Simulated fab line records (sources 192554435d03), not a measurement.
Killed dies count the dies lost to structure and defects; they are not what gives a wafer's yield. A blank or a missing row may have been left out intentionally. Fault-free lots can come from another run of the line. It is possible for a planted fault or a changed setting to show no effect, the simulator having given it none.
Which of the tools did it? | flow n5-finfet | 36 wafers sampled from 12 lots at 1 step of a route of 1938

WHAT EACH GAUGE READ, for each wafer
N5_BEOL_M2_OCD_MEAS_38.
lot  | measured     | on     | trench-depth-nm (nm)
L075 | day 8 13:01  | ocd-02 | 53.1 56.5 52.5
L076 | day 8 18:11  | ocd-02 | 54.2 52.8 54.6
L079 | day 9 18:19  | ocd-02 | 56.9 56.1 53.4
L082 | day 9 18:33  | ocd-01 | 54.8 54.3 56.6
L081 | day 10 02:01 | ocd-01 | 55.6 53.3 53.0
L083 | day 10 19:46 | ocd-02 | 55.0 56.8 56.4
L087 | day 12 01:58 | ocd-01 | 55.1 53.8 54.7
L089 | day 12 07:32 | ocd-01 | 57.0 56.2 57.4
L092 | day 13 01:36 | ocd-01 | 56.1 57.1 55.3
L094 | day 13 12:26 | ocd-01 | 56.5 55.5 54.0
L096 | day 13 21:24 | ocd-02 | 56.1 56.6 54.1
L097 | day 14 21:55 | ocd-01 | 53.6 55.8 57.0

TOOL THAT RAN EACH LOT (tool first, then ch and the chambers of the sampled wafers, then the start)
Before these readings, the record contains no process step.

THE ANSWER, worked out from the rows above alone
Rule: what is usual is taken from the lots themselves. The widest of any qualifying gaps counts: lots, ordered by their means at a reading, are off when they make up no more than a third of the lots, leave a main group of 4 or more, and stand apart from it by 3 or more times the standard deviation of that group's means. Not used: any main group whose means are identical at the precision the tables above print for the reading. Also off: a lot with no number at a reading for which 4 or more lots have one. All remaining lots with rows at the step are treated as sound.
No lot is off on any of the readings shown, so nothing can be concluded from this.

WHAT THE SIMULATOR HAD INSERTED
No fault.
